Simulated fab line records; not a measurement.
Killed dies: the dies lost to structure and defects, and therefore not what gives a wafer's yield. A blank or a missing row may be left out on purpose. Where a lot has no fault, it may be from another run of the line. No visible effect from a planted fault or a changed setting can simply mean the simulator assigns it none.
Which of the tools did it? | flow n5 finfet | 21 lots with 63 wafers sampled at 6 steps, on a route of 1938 steps

== WHAT EACH GAUGE READ, for each wafer ==
No reading from a measuring or inspecting step in the record can be judged against a usual standard deviation.

== WHAT TOOL EACH LOT RAN ON (gives the tool, then ch and the chambers of the sampled wafers, and finally the start) ==
lot  | N5_BEOL_M5_ETCH_75                 | N5_BEOL_M5_SURFACE_TREAT_87  | N5_BEOL_M5_SPUTTER_48        | N5_BEOL_M5_DEP_56               | N5_BEOL_M6_DESCUM_16               | N5_BEOL_M6_STRIP_36
L074 | rie diel-05 ch 1,2, day 8 15:22    | pvd sputter-03, day 8 16:37  | pvd sputter-03, day 8 16:52  | pecvd-01 ch 0,1, day 8 23:14    | rie diel-06 ch 0,1,2, day 9 00:59  | rie diel-06 ch 2,3, day 9 06:01
L076 | rie diel-04 ch 0,1,2, day 8 23:04  | pvd sputter-03, day 9 01:16  | pvd sputter-02, day 9 02:34  | pecvd-01 ch 0,1,2, day 9 07:55  | rie diel-03 ch 0,3, day 9 10:50    | rie diel-02 ch 1,2, day 9 14:01
L075 | rie diel-05 ch 0,1,2, day 8 23:15  | pvd sputter-03, day 9 00:34  | pvd sputter-01, day 9 00:51  | pecvd-03 ch 0,1, day 9 06:11    | rie diel-02 ch 0,2, day 9 08:04    | rie diel-03 ch 2,3, day 9 10:37
L077 | rie diel-05 ch 0,1,2, day 8 23:38  | pvd sputter-02, day 9 02:32  | pvd sputter-03, day 9 03:19  | pecvd-02 ch 0,1, day 9 08:40    | rie diel-02 ch 0,3, day 9 11:20    | rie diel-03 ch 1,2,3, day 9 13:14
L078 | rie diel-04 ch 1,3, day 10 00:16   | pvd sputter-02, day 10 01:58 | pvd sputter-01, day 10 02:13 | pecvd-01 ch 0,1, day 10 07:34   | rie diel-06 ch 0,1, day 10 10:11   | rie diel-06 ch 0,3, day 10 13:02
L079 | rie diel-01 ch 0,2,3, day 10 03:07 | pvd sputter-02, day 10 04:26 | pvd sputter-03, day 10 04:40 | pecvd-01 ch 0,1, day 10 10:02   | rie diel-03 ch 0,2,3, day 10 13:50 | rie diel-02 ch 0,1, day 10 16:26
L080 | rie diel-01 ch 1,2,3, day 10 09:11 | pvd sputter-02, day 10 10:53 | pvd sputter-01, day 10 11:41 | pecvd-03 ch 1,2, day 10 17:02   | rie diel-02 ch 2,3, day 10 21:19   | rie diel-03 ch 2,3, day 10 23:26
L081 | rie diel-01 ch 0,1,2, day 10 12:48 | pvd sputter-03, day 10 14:14 | pvd sputter-03, day 10 14:32 | pecvd-03 ch 0,1, day 10 19:52   | rie diel-03 ch 0,1,2, day 10 21:39 | rie diel-02 ch 0,1,3, day 10 23:40
L082 | rie diel-04 ch 0,1,3, day 10 16:28 | pvd sputter-02, day 10 17:51 | pvd sputter-02, day 10 18:05 | pecvd-01 ch 0,1, day 10 23:32   | rie diel-02 ch 1,2,3, day 11 01:12 | rie diel-02 ch 0,1, day 11 03:51
L085 | rie diel-04 ch 1,3, day 11 03:32   | pvd sputter-02, day 11 05:13 | pvd sputter-03, day 11 05:27 | pecvd-02 ch 0,2, day 11 10:47   | rie diel-03 ch 0,2, day 11 13:32   | rie diel-06 ch 1,3, day 11 17:51
L083 | rie diel-04 ch 0,1,3, day 11 05:42 | pvd sputter-01, day 11 08:38 | pvd sputter-01, day 11 08:52 | pecvd-01 ch 0,2, day 11 14:17   | rie diel-03 ch 0,1,3, day 11 18:46 | rie diel-03 ch 0,2,3, day 11 21:40
L084 | rie diel-01 ch 0,3, day 11 11:53   | pvd sputter-01, day 11 13:23 | pvd sputter-03, day 11 13:37 | pecvd-03 ch 1,2, day 11 18:58   | rie diel-02 ch 0,3, day 11 22:54   | rie diel-06 ch 1,2, day 12 00:46
L087 | rie diel-05 ch 1,3, day 11 12:04   | pvd sputter-02, day 11 13:38 | pvd sputter-01, day 11 13:56 | pecvd-03 ch 0,2, day 11 19:16   | rie diel-03 ch 2,3, day 11 23:01   | rie diel-03 ch 0,2, day 12 00:35
L086 | rie diel-04 ch 0,3, day 11 17:37   | pvd sputter-03, day 11 18:53 | pvd sputter-03, day 11 19:09 | pecvd-03 ch 0,2, day 12 01:02   | rie diel-03 ch 1,2,3, day 12 03:27 | rie diel-03 ch 0,1,2, day 12 04:55
L089 | rie diel-01 ch 0,1, day 12 05:11   | pvd sputter-01, day 12 06:54 | pvd sputter-03, day 12 07:07 | pecvd-03 ch 0,1, day 12 12:56   | rie diel-02 ch 0,2, day 12 14:46   | rie diel-03 ch 0,1,3, day 12 17:05
L090 | rie diel-04 ch 0,3, day 12 20:24   | pvd sputter-02, day 12 23:43 | pvd sputter-01, day 13 00:09 | pecvd-02 ch 1,2, day 13 05:29   | rie diel-06 ch 0,2,3, day 13 07:14 | rie diel-03 ch 0,2,3, day 13 10:49
L092 | rie diel-04 ch 0,1,2, day 13 05:01 | pvd sputter-01, day 13 06:53 | pvd sputter-01, day 13 07:10 | pecvd-03 ch 0,1,2, day 13 12:53 | rie diel-02 ch 0,1,3, day 13 15:22 | rie diel-06 ch 0,1,2, day 13 17:55
L093 | rie diel-01 ch 0,2,3, day 13 11:11 | pvd sputter-03, day 13 14:35 | pvd sputter-03, day 13 14:50 | pecvd-03 ch 0,1,2, day 13 20:10 | rie diel-02 ch 0,2,3, day 13 22:49 | rie diel-02 ch 0,1,2, day 14 01:03
L094 | rie diel-04 ch 1,2,3, day 13 21:28 | pvd sputter-02, day 13 23:08 | pvd sputter-02, day 13 23:28 | pecvd-01 ch 0,1,2, day 14 05:26 | rie diel-02 ch 2,3, day 14 07:20   | rie diel-03 ch 0,3, day 14 11:06
L097 | rie diel-01 ch 0,1,2, day 14 04:01 | pvd sputter-02, day 14 06:28 | pvd sputter-03, day 14 06:43 | pecvd-01 ch 0,1, day 14 12:04   | rie diel-03 ch 1,2,3, day 14 14:47 | rie diel-06 ch 1,2,3, day 14 16:38
L095 | rie diel-01 ch 0,1,3, day 14 06:22 | pvd sputter-01, day 14 07:59 | pvd sputter-02, day 14 09:17 | pecvd-03 ch 0,2, day 14 14:52   | rie diel-02 ch 0,1,2, day 14 17:46 | rie diel-06 ch 1,2,3, day 14 20:43
- N5_BEOL_M5_ETCH_75: etches underlayer in N2/H2, target depth 6.5 nm, time 5.2 s.
- N5_BEOL_M5_SURFACE_TREAT_87
- N5_BEOL_M5_SPUTTER_48: material Cu, target thk 15 nm, time 27.62 s.
- N5_BEOL_M5_DEP_56: deposits SiCN from 3MS/NH3, target thk 8 nm, time 14 s.
- N5_BEOL_M6_DESCUM_16: chemistry O2, time 7.9 s.
- N5_BEOL_M6_STRIP_36: strips in N2/H2.

== AS READ BY THE TOOLS THEMSELVES (means over the sampled wafers that have a number; for cases with no such wafer, the mark the record gives instead) ==
N5_BEOL_M5_ETCH_75. Usual: drypump motor current A 5.7 A, standard deviation 0.34; etch rf on time s 5.21 s, standard deviation 0.11; h2 flow sccm 200.0 sccm, standard deviation 0.63; oes product au 0.68 a.u., standard deviation 0.082; rf fwd power W 819.4 W, standard deviation 2.5; rf vpp V 523.8 V, standard deviation 2.2; showerhead plenum p Torr 2.55 Torr, standard deviation 0.065; throttle valve pct 17.76 %, standard deviation 0.2.
lot  | tool        | drypump motor current A (A) | etch rf on time s (s) | h2 flow sccm (sccm) | oes product au (a.u.) | rf fwd power W (W) | rf vpp V (V) | showerhead plenum p Torr (Torr) | throttle valve pct (%) | flag
L074 | rie diel-05 | 5.4                         | 5.23                  | 199.8               | 0.63                  | 821.2              | 524.4        | 2.54                            | 17.71                  |
L076 | rie diel-04 | 6.0                         | 5.20                  | 199.8               | 0.65                  | 819.6              | 524.1        | 2.57                            | 17.80                  |
L075 | rie diel-05 | 5.5                         | 5.24                  | 199.6               | 0.67                  | 818.8              | 524.9        | 2.59                            | 17.75                  |
L077 | rie diel-05 | 5.5                         | 5.26                  | 199.5               | 0.67                  | 819.2              | 525.8        | 2.59                            | 17.74                  |
L078 | rie diel-04 | 6.2                         | 5.22                  | 199.6               | 0.65                  | 819.3              | 524.4        | 2.60                            | 17.89                  |
L079 | rie diel-01 | 5.5                         | 5.20                  | 199.8               | 0.64                  | 817.6              | 521.4        | 2.50                            | 17.93                  |
L080 | rie diel-01 | 5.5                         | 5.31                  | 200.0               | 0.61                  | 820.4              | 522.9        | 2.49                            | 17.98                  |
L081 | rie diel-01 | 5.4                         | 5.23                  | 200.1               | 0.63                  | 818.0              | 522.2        | 2.53                            | 17.97                  |
L082 | rie diel-04 | 6.0                         | 5.19                  | 199.7               | 0.74                  | 819.4              | 525.0        | 2.61                            | 17.78                  |
L085 | rie diel-04 | 6.2                         | 5.16                  | 199.8               | 0.65                  | 823.2              | 525.5        | 2.60                            | 17.92                  |
L083 | rie diel-04 | 5.9                         | 5.24                  | 200.5               | 0.73                  | 819.6              | 526.3        | 2.61                            | 17.80                  |
L084 | rie diel-01 | 5.5                         | 5.20                  | 199.7               | 0.64                  | 818.8              | 522.3        | 2.47                            | 17.75                  |
L087 | rie diel-05 | 5.3                         | 5.27                  | 200.1               | 0.61                  | 821.3              | 522.4        | 2.53                            | 17.73                  |
L086 | rie diel-04 | 5.8                         | 5.28                  | 200.2               | 0.78                  | 817.9              | 524.2        | 2.61                            | 17.69                  |
L089 | rie diel-01 | 5.4                         | 5.22                  | 199.8               | 0.64                  | 821.5              | 524.0        | 2.53                            | 17.81                  |
L090 | rie diel-04 | 5.7                         | 5.23                  | 200.5               | 0.77                  | 817.0              | 525.2        | 2.61                            | 17.67                  |
L092 | rie diel-04 | 6.0                         | 5.06                  | 200.2               | 0.79                  | 818.4              | 525.1        | 2.56                            | 17.55                  |
L093 | rie diel-01 | 5.5                         | 5.23                  | 199.8               | 0.70                  | 821.4              | 522.6        | 2.49                            | 17.80                  |
L094 | rie diel-04 | 6.1                         | 5.17                  | 199.8               | 0.75                  | 819.1              | 524.3        | 2.56                            | 17.59                  |
L097 | rie diel-01 | 5.4                         | 5.18                  | 199.9               | 0.70                  | 819.9              | 523.4        | 2.52                            | 17.85                  |
L095 | rie diel-01 | 5.5                         | 5.19                  | 199.9               | 0.62                  | 818.2              | 523.3        | 2.49                            | 17.80                  |

N5_BEOL_M5_SPUTTER_48. Usual: susceptor temp C -20.00 C, standard deviation 0.11; throttle valve pct 29.6 %, standard deviation 1.2.
lot  | tool           | susceptor temp C (C) | throttle valve pct (%) | flag
L074 | pvd sputter-03 | -19.95               | 29.7                   |
L076 | pvd sputter-02 | -20.01               | 30.2                   |
L075 | pvd sputter-01 | -19.99               | 28.9                   |
L077 | pvd sputter-03 | -20.00               | 29.5                   |
L078 | pvd sputter-01 | -20.08               | 28.7                   |
L079 | pvd sputter-03 | -19.96               | 30.6                   |
L080 | pvd sputter-01 | -20.09               | 29.7                   |
L081 | pvd sputter-03 | -19.92               | 29.5                   |
L082 | pvd sputter-02 | -19.93               | 30.4                   |
L085 | pvd sputter-03 | -20.00               | 29.8                   |
L083 | pvd sputter-01 | -20.01               | 29.2                   |
L084 | pvd sputter-03 | -20.09               | 30.4                   |
L087 | pvd sputter-01 | -20.03               | 28.8                   |
L086 | pvd sputter-03 | -19.95               | 30.5                   |
L089 | pvd sputter-03 | -20.02               | 29.6                   |
L090 | pvd sputter-01 | -19.78               | 30.2                   |
L092 | pvd sputter-01 | -19.98               | 28.7                   |
L093 | pvd sputter-03 | -20.00               | 29.5                   |
L094 | pvd sputter-02 | -20.01               | 30.1                   |
L097 | pvd sputter-03 | -20.06               | 30.4                   |
L095 | pvd sputter-02 | -20.01               | 30.5                   |

N5_BEOL_M5_DEP_56. Usual: rf fwd power W 198.8 W, standard deviation 1.2; showerhead plenum p Torr 3.674 Torr, standard deviation 0.013; throttle valve pct 8.8 %, standard deviation 0.44.
lot  | tool     | rf fwd power W (W) | showerhead plenum p Torr (Torr) | throttle valve pct (%) | flag
L074 | pecvd-01 | 198.9              | 3.679                           | 9.1                    |
L076 | pecvd-01 | 198.0              | 3.670                           | 9.0                    |
L075 | pecvd-03 | 199.4              | 3.677                           | 8.6                    |
L077 | pecvd-02 | 199.3              | 3.671                           | 8.9                    |
L078 | pecvd-01 | 197.7              | 3.680                           | 8.9                    |
L079 | pecvd-01 | 198.5              | 3.686                           | 8.7                    |
L080 | pecvd-03 | 198.7              | 3.675                           | 9.0                    |
L081 | pecvd-03 | 199.6              | 3.672                           | 8.7                    |
L082 | pecvd-01 | 198.4              | 3.682                           | 8.8                    |
L085 | pecvd-02 | 200.5              | 3.669                           | 8.5                    |
L083 | pecvd-01 | 197.5              | 3.675                           | 8.4                    |
L084 | pecvd-03 | 198.3              | 3.683                           | 8.7                    |
L087 | pecvd-03 | 198.2              | 3.682                           | 8.6                    |
L086 | pecvd-03 | 197.5              | 3.683                           | 8.6                    |
L089 | pecvd-03 | 199.5              | 3.673                           | 9.1                    |
L090 | pecvd-02 | 199.9              | 3.671                           | 8.4                    |
L092 | pecvd-03 | 198.6              | 3.677                           | 8.8                    |
L093 | pecvd-03 | 198.5              | 3.674                           | 8.6                    |
L094 | pecvd-01 | 198.3              | 3.668                           | 8.7                    |
L097 | pecvd-01 | 198.7              | 3.685                           | 8.8                    |
L095 | pecvd-03 | 197.8              | 3.678                           | 8.5                    |

N5_BEOL_M6_DESCUM_16. Usual: drypump motor current A 5.5 A, standard deviation 0.44; oes product au 0.79 a.u., standard deviation 0.057; rf fwd power W 49.44 W, standard deviation 0.24; rf vpp V 243.2 V, standard deviation 1.3; showerhead plenum p Torr 2.09 Torr, standard deviation 0.065; throttle valve pct 20.41 %, standard deviation 0.24.
lot  | tool        | drypump motor current A (A) | oes product au (a.u.) | rf fwd power W (W) | rf vpp V (V) | showerhead plenum p Torr (Torr) | throttle valve pct (%) | flag
L074 | rie diel-06 | 5.5                         | 0.80                  | 49.33              | 242.5        | 2.02                            | 20.50                  |
L076 | rie diel-03 | 5.8                         | 0.78                  | 49.71              | 244.4        | 2.13                            | 20.09                  |
L075 | rie diel-02 | 5.2                         | 0.83                  | 49.44              | 242.9        | 2.05                            | 20.57                  |
L077 | rie diel-02 | 5.4                         | 0.73                  | 49.28              | 244.2        | 2.11                            | 20.53                  |
L078 | rie diel-06 | 5.8                         | 0.81                  | 49.34              | 242.4        | 2.03                            | 20.55                  |
L079 | rie diel-03 | 5.7                         | 0.80                  | 49.50              | 243.0        | 2.14                            | 20.06                  |
L080 | rie diel-02 | 5.2                         | 0.84                  | 49.34              | 243.2        | 2.09                            | 20.64                  |
L081 | rie diel-03 | 5.7                         | 0.85                  | 49.38              | 243.6        | 2.16                            | 20.08                  |
L082 | rie diel-02 | 5.2                         | 0.82                  | 49.52              | 243.3        | 2.09                            | 20.55                  |
L085 | rie diel-03 | 5.5                         | 0.83                  | 49.45              | 243.6        | 2.15                            | 20.04                  |
L083 | rie diel-03 | 5.8                         | 0.80                  | 49.47              | 243.9        | 2.14                            | 20.13                  |
L084 | rie diel-02 | 5.4                         | 0.72                  | 49.24              | 244.3        | 2.10                            | 20.55                  |
L087 | rie diel-03 | 5.9                         | 0.77                  | 49.58              | 242.7        | 2.09                            | 20.13                  |
L086 | rie diel-03 | 5.9                         | 0.80                  | 49.42              | 243.7        | 2.11                            | 20.16                  |
L089 | rie diel-02 | 5.3                         | 0.75                  | 49.13              | 243.2        | 2.05                            | 20.58                  |
L090 | rie diel-06 | 6.1                         | 0.79                  | 49.65              | 242.7        | 2.04                            | 20.51                  |
L092 | rie diel-02 | 5.3                         | 0.74                  | 49.54              | 244.2        | 2.09                            | 20.54                  |
L093 | rie diel-02 | 5.3                         | 0.75                  | 49.39              | 243.7        | 2.09                            | 20.63                  |
L094 | rie diel-02 | 5.3                         | 0.76                  | 49.47              | 243.7        | 2.13                            | 20.68                  |
L097 | rie diel-03 | 5.9                         | 0.78                  | 49.46              | 242.8        | 2.10                            | 20.18                  |
L095 | rie diel-02 | 5.2                         | 0.76                  | 49.27              | 242.2        | 2.04                            | 20.57                  |

N5_BEOL_M6_STRIP_36. Usual: drypump motor current A 5.7 A, standard deviation 0.48; h2 flow sccm 200.1 sccm, standard deviation 0.66; oes product au 0.79 a.u., standard deviation 0.051; rf vpp V 59.3 V, standard deviation 1.4; showerhead plenum p Torr 2.54 Torr, standard deviation 0.076; throttle valve pct 23.5 %, standard deviation 0.38.
lot  | tool        | drypump motor current A (A) | h2 flow sccm (sccm) | oes product au (a.u.) | rf vpp V (V) | showerhead plenum p Torr (Torr) | throttle valve pct (%) | flag
L074 | rie diel-06 | 6.2                         | 201.3               | 0.79                  | 59.2         | 2.53                            | 23.8                   |
L076 | rie diel-02 | 5.2                         | 199.9               | 0.86                  | 59.1         | 2.49                            | 24.0                   |
L075 | rie diel-03 | 5.9                         | 199.7               | 0.79                  | 59.5         | 2.55                            | 23.5                   |
L077 | rie diel-03 | 5.9                         | 200.5               | 0.83                  | 59.5         | 2.57                            | 23.4                   |
L078 | rie diel-06 | 6.3                         | 200.8               | 0.82                  | 59.7         | 2.50                            | 23.8                   |
L079 | rie diel-02 | 5.2                         | 199.3               | 0.80                  | 58.0         | 2.49                            | 23.8                   |
L080 | rie diel-03 | 5.7                         | 200.8               | 0.81                  | 58.7         | 2.56                            | 23.2                   |
L081 | rie diel-02 | 5.3                         | 200.2               | 0.77                  | 59.5         | 2.55                            | 23.7                   |
L082 | rie diel-02 | 5.2                         | 199.8               | 0.79                  | 60.1         | 2.49                            | 23.8                   |
L085 | rie diel-06 | 5.4                         | 199.8               | 0.73                  | 58.7         | 2.45                            | 23.8                   |
L083 | rie diel-03 | 5.7                         | 199.5               | 0.79                  | 59.2         | 2.59                            | 23.2                   |
L084 | rie diel-06 | 5.1                         | 199.3               | 0.73                  | 58.6         | 2.41                            | 23.5                   |
L087 | rie diel-03 | 5.5                         | 199.6               | 0.81                  | 60.1         | 2.64                            | 23.0                   |
L086 | rie diel-03 | 5.7                         | 199.5               | 0.83                  | 59.4         | 2.61                            | 23.1                   |
L089 | rie diel-03 | 5.9                         | 200.2               | 0.80                  | 59.3         | 2.58                            | 23.4                   |
L090 | rie diel-03 | 5.7                         | 200.1               | 0.77                  | 58.5         | 2.58                            | 23.2                   |
L092 | rie diel-06 | 5.5                         | 199.9               | 0.75                  | 59.1         | 2.43                            | 23.5                   |
L093 | rie diel-02 | 5.2                         | 199.3               | 0.77                  | 57.9         | 2.48                            | 24.0                   |
L094 | rie diel-03 | 5.7                         | 200.2               | 0.76                  | 58.2         | 2.61                            | 23.2                   |
L097 | rie diel-06 | 5.6                         | 199.8               | 0.73                  | 60.3         | 2.46                            | 23.7                   |
L095 | rie diel-06 | 5.6                         | 200.3               | 0.73                  | 58.7         | 2.46                            | 23.7                   |

== THE ANSWER, worked out from the rows above alone ==
Rule: lot off if the mean of its wafers having a number is beyond 3 standard deviations from the usual mean. Also off: a lot with no number at a reading for which 4 or more lots have one. Where the step has rows for the other lots, those lots are counted as sound. First the gauges in route order, then the tools' own readings, where a lot's mean is used as printed above. The first step at which some lot is off is used, and at that step the reading that is off furthest; a lot without a number counts as furthest.
Nothing can be told from this: no lot is off at any reading shown.

== WHAT THE SIMULATOR HAD PUT IN ==
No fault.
